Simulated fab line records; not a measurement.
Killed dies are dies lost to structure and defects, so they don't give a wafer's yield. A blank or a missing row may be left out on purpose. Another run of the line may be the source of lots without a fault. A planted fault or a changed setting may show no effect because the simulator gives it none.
Split-lot experiment -- flow n5Finfet -- on a route of 1938 steps: 7 lots, 39 wafers read

== ABOUT THE SPLIT ==
At N5_DUMMY_GATE_ETCH_44 (etches poly-Si in HBr/O2, stops on SiO2, target depth 127.5 nm), the setting targetDepthA was moved away from the recipe's 1275 angstrom on 15 of the 39 wafers read, by -10.8% to +12.6%. This setting was run at the recipe's value on the other wafers.

The reading is taken at the split's own step.

== THE READING ==
oesProductAu, in a.u., at N5_DUMMY_GATE_ETCH_44 (etches poly-Si in HBr/O2, stops on SiO2, target depth 127.5 nm). Fault-free wafers of this fab line usually give 0.726 a.u., standard deviation 0.011 a.u.

wafer,"tool, chamber at the split","targetDepthA as run, angstrom",against the recipe,"oesProductAu, a.u.",against lot-mates on the recipe
L076.1,"rieSi-03, 0",1275,recipe,0.739,-
L076.2,"rieSi-03, 2",1275,recipe,0.730,-
L076.3,"rieSi-03, 3",1275,recipe,0.718,-
L076.4,"rieSi-03, 1",1216,-4.6%,0.729,+0.000
L076.5,"rieSi-03, 3",1216,-4.6%,0.744,+0.015
L076.6,"rieSi-03, 2",1216,-4.6%,0.757,+0.028
L078.1,"rieSi-03, 0",1275,recipe,0.737,-
L078.2,"rieSi-03, 3",1436,+12.6%,0.697,-0.037
L078.3,"rieSi-03, 1",1436,+12.6%,0.673,-0.061
L078.4,"rieSi-03, 2",1275,recipe,0.737,-
L078.5,"rieSi-03, 3",1436,+12.6%,0.692,-0.042
L078.6,"rieSi-03, 2",1275,recipe,0.729,-
L081.1,"rieSi-02, 2",1399,+9.7%,0.689,-0.030
L081.2,"rieSi-02, 1",1399,+9.7%,0.690,-0.029
L081.3,"rieSi-02, 3",1275,recipe,0.711,-
L081.4,"rieSi-02, 0",1275,recipe,0.717,-
L081.5,"rieSi-02, 0",1275,recipe,0.729,-
L081.6,"rieSi-02, 1",1399,+9.7%,0.682,-0.037
L086.1,"rieSi-02, 1",1275,recipe,0.725,-
L086.4,"rieSi-02, 3",1275,recipe,0.721,-
L086.5,"rieSi-02, 2",1275,recipe,0.742,-
L087.1,"rieSi-04, 1",1275,recipe,0.744,-
L087.2,"rieSi-04, 3",1162,-8.9%,0.764,+0.034
L087.3,"rieSi-04, 0",1162,-8.9%,0.769,+0.039
L087.4,"rieSi-04, 2",1275,recipe,0.726,-
L087.5,"rieSi-04, 3",1275,recipe,0.720,-
L087.6,"rieSi-04, 0",1162,-8.9%,0.763,+0.033
L089.1,"rieSi-03, 0",1275,recipe,0.728,-
L089.2,"rieSi-03, 2",1275,recipe,0.705,-
L089.3,"rieSi-03, 1",1137,-10.8%,0.759,+0.047
L089.4,"rieSi-03, 3",1137,-10.8%,0.749,+0.037
L089.5,"rieSi-03, 0",1137,-10.8%,0.780,+0.068
L089.6,"rieSi-03, 1",1275,recipe,0.704,-
L094.1,"rieSi-03, 2",1275,recipe,0.722,-
L094.2,"rieSi-03, 3",1275,recipe,0.730,-
L094.3,"rieSi-03, 1",1275,recipe,0.722,-
L094.4,"rieSi-03, 0",1275,recipe,0.735,-
L094.5,"rieSi-03, 2",1275,recipe,0.732,-
L094.6,"rieSi-03, 1",1275,recipe,0.723,-

FIT RESULTS
A straight line over all 39 wafers: oesProductAu changes by -0.00359 a.u. for each +1% of targetDepthA; r = -0.90; the points scatter about the line by 0.011 a.u.
The same after taking each lot's own level away (the mean of its wafers on the recipe; 39 wafers): -0.00388 a.u. for each +1%; r = -0.93; scatter 0.0092 a.u.
According to that fit, moving targetDepthA by its largest amount changes the reading by 0.049 a.u.
The lots' own levels span 0.7123 to 0.7343 a.u., that is 2.0 times the standard deviation above.
The two slopes agree, so the slope changes little with the lot-to-lot level.
Check: -0.0497 a.u. against its lot-mates is what the line predicts for one of the wafers moved furthest among these (+12.6%) when that wafer is left out of the fit. It came out at -0.0373 a.u. against them.
Tool readings at the split's step, against how far the setting was moved: oesProductAu r = -0.90.

== OTHER SPLITS ON THESE WAFERS ==
Other splits were also applied to these wafers ahead of the reading. Each is held against what the fit with the lots' levels taken away leaves over:
other split on the same wafers,wafers away from the commonest value,r with oesProductAu (lot level and that fit taken away)
N5_FIN_SAQP_HM_DEP_03 timeS,18,+0.06
N5_FIN_SAQP_SPACER2_ALD_28 targetThkA,12,-0.19
N5_DUMMY_GATE_ETCH_32 timeS,15,+0.11

== FILE'S OWN FIT ==
oesProductAu changes by -0.00389 a.u. for each +1% of targetDepthA, r = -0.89.
